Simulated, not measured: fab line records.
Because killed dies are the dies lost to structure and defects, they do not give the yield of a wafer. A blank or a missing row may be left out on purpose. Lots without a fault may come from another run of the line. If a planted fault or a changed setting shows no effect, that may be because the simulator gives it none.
Chamber matching ; flow n5-finfet ; rie-si-02 running N5_STI_FIN_REVEAL_ETCH_34: 4 sister chambers
The step etches Si in H2, material Si, target depth 0.97 nm. 4 wafers are shown with their chamber, then 10 later ones without.

WAFERS, EACH WITH ITS CHAMBER
wafer;chamber;throttle-valve-pct (%)
L083.3;3;25.3
L086.3;0;26.0
L088.4;2;26.5
L091.5;1;24.9

WAFERS WITH NO CHAMBER GIVEN
wafer;throttle-valve-pct (%)
L091.6;26.5
L094.2;25.3
L094.3;26.0
L094.5;26.0
L095.1;25.3
L095.4;26.4
L095.6;26.0
L096.1;24.9
L096.4;26.4
L096.6;25.3

CHAMBER TAKEN BY EACH
wafer;from the rows above;in truth
L091.6;2;2
L094.2;3;3
L094.3;0;0
L094.5;0;0
L095.1;3;3
L095.4;2;2
L095.6;0;0
L096.1;1;1
L096.4;2;2
L096.6;3;3
Placed correctly: 10 of 10. Number that these rows cannot place: 0. 0 placed wrongly.
How it was worked out, from the rows above alone: a wafer's distance from a chamber is the root of the sum, over the readings, of the square of ((its reading less the chamber's mean) divided by the reading's scatter). The wafer belongs to the nearest chamber; if the next one is less than 2 further off, it can't be placed. The mean given for a chamber averages the wafers shown for that chamber. The scatter: root of mean squared gap, hidden wafer to nearest shown wafer, with one shown wafer a chamber.
